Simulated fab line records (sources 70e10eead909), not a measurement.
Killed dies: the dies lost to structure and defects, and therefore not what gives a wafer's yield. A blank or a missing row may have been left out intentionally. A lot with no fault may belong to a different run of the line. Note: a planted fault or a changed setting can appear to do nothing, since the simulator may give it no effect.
What tool caused it? ; flow nand-harc ; at 1 step of a route of 1302, 14 lots with 42 wafers sampled

## WHAT THE GAUGES READ, wafer by wafer
NHARC_P_M2_THK_MEAS_24: measures by xrf. Usual: thk-nm 144.6 nm, standard deviation 1.5.
lot;measured;on;thk-nm (nm);flag
L128;day 7 12:50;film-metro-01;145.0 145.6 143.9;
L129;day 7 15:41;film-metro-01;142.9 145.9 146.1;
L131;day 8 15:37;film-metro-01;146.3 147.1 148.7;
L132;day 9 11:56;film-metro-01;144.2 139.9 146.1;
L134;day 9 21:08;film-metro-01;142.3 143.9 143.5;
L135;day 10 07:46;film-metro-01;144.5 145.9 142.8;
L136;day 10 16:27;film-metro-02;145.0 144.2 141.9;
L138;day 11 07:06;film-metro-01;143.9 145.5 144.2;
L137;day 11 12:56;film-metro-01;143.0 144.2 146.0;
L139;day 12 04:53;film-metro-01;146.4 146.2 145.1;
L143;day 13 13:06;film-metro-01;144.1 144.3 145.4;
L147;day 15 06:34;film-metro-01;146.0 146.3 143.0;
L148;day 15 21:07;film-metro-02;144.0 143.9 145.4;
L149;day 16 06:08;film-metro-02;145.0 145.5 143.7;

## EACH LOT AND THE TOOL THAT RAN IT (in order: tool; ch and the chambers of the sampled wafers; start)
Before these readings, the record contains no process step.

## AS READ BY THE TOOLS THEMSELVES (means over the sampled wafers that have a number; for cases with no such wafer, the mark the record gives instead)
The record holds no such reading with a usual standard deviation.

## THE ANSWER, worked out from the rows above alone
Rule: a lot is off if the mean of its wafers that have a number lies more than 3 standard deviations from the usual mean. Also off: a lot with no number at a reading for which 4 or more lots have one. Any other lot the step has rows for is counted as sound. After the gauges, taken in route order, come the tools' own readings; for these a lot's mean is taken, as printed above. At the first step where some lot is off, the reading lying furthest off is the one used; lots without a number count as furthest.
None of the lots is off at any reading shown; this tells nothing.

## WHAT HAD BEEN PUT IN BY THE SIMULATOR
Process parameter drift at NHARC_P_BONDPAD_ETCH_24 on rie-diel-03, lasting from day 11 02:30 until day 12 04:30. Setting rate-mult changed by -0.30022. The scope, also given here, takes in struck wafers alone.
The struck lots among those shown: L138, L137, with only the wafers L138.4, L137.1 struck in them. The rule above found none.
